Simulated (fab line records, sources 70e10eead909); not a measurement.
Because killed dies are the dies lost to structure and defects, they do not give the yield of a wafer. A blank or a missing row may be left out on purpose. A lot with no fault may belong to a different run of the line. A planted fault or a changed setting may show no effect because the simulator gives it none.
Matching of chambers | flow nand harc | NHARC_A_CHANNEL_FILL_D1_STRIP_28 on rie diel-01 has 4 sister chambers
The step strips in O2, time 20 s. 8 wafers are shown with their chamber, then 9 later ones without.

== WAFERS PAIRED WITH THEIR CHAMBERS ==
wafer  | chamber | showerhead plenum p Torr (Torr) | oes product au (a.u.)
L076.6 | 3       | 3.46                            | 0.995
L080.1 | 2       | 3.31                            | 1.002
L081.1 | 2       | 3.31                            | 1.010
L081.4 | 1       | 3.45                            | 1.004
L081.6 | 1       | 3.45                            | 0.998
L085.1 | 0       | 3.50                            | 1.000
L085.5 | 0       | 3.50                            | 1.005
L085.6 | 3       | 3.45                            | 0.987

== WAFERS MISSING THEIR CHAMBER ==
wafer  | showerhead plenum p Torr (Torr) | oes product au (a.u.)
L088.1 | 3.45                            | 1.000
L088.2 | 3.31                            | 1.001
L088.4 | 3.45                            | 0.989
L096.2 | 3.44                            | 1.000
L096.4 | 3.45                            | 0.994
L096.6 | 3.31                            | 0.989
L097.1 | 3.44                            | 1.023
L097.3 | 3.50                            | 1.000
L097.5 | 3.45                            | 1.014

== WHICH CHAMBER EACH WENT THROUGH ==
wafer  | from the rows above     | in truth
L088.1 | 1                       | 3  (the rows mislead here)
L088.2 | 2                       | 2
L088.4 | can't be placed: 3 or 1 | 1
L096.2 | can't be placed: 1 or 3 | 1
L096.4 | can't be placed: 1 or 3 | 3
L096.6 | 2                       | 2
L097.1 | 1                       | 1
L097.3 | 0                       | 0
L097.5 | 1                       | 1
Correct placement for 5 of the 9. Can't be placed from these rows: 3 (the true chamber is among the candidates in 3). Wrongly placed: 1.
How it was worked out, from the rows above alone: a wafer's distance from a chamber is the root of the sum, over the readings, of the square of ((its reading less the chamber's mean) divided by the reading's scatter). If the next closest chamber is less than 2 further off than the closest, the wafer can't be placed; otherwise it belongs to the closest. The mean given for a chamber averages the wafers shown for that chamber. The scatter is the square root of a quotient: the sum, over the shown wafers, of each reading's squared deviation from its chamber's mean, divided by wafers minus chambers.
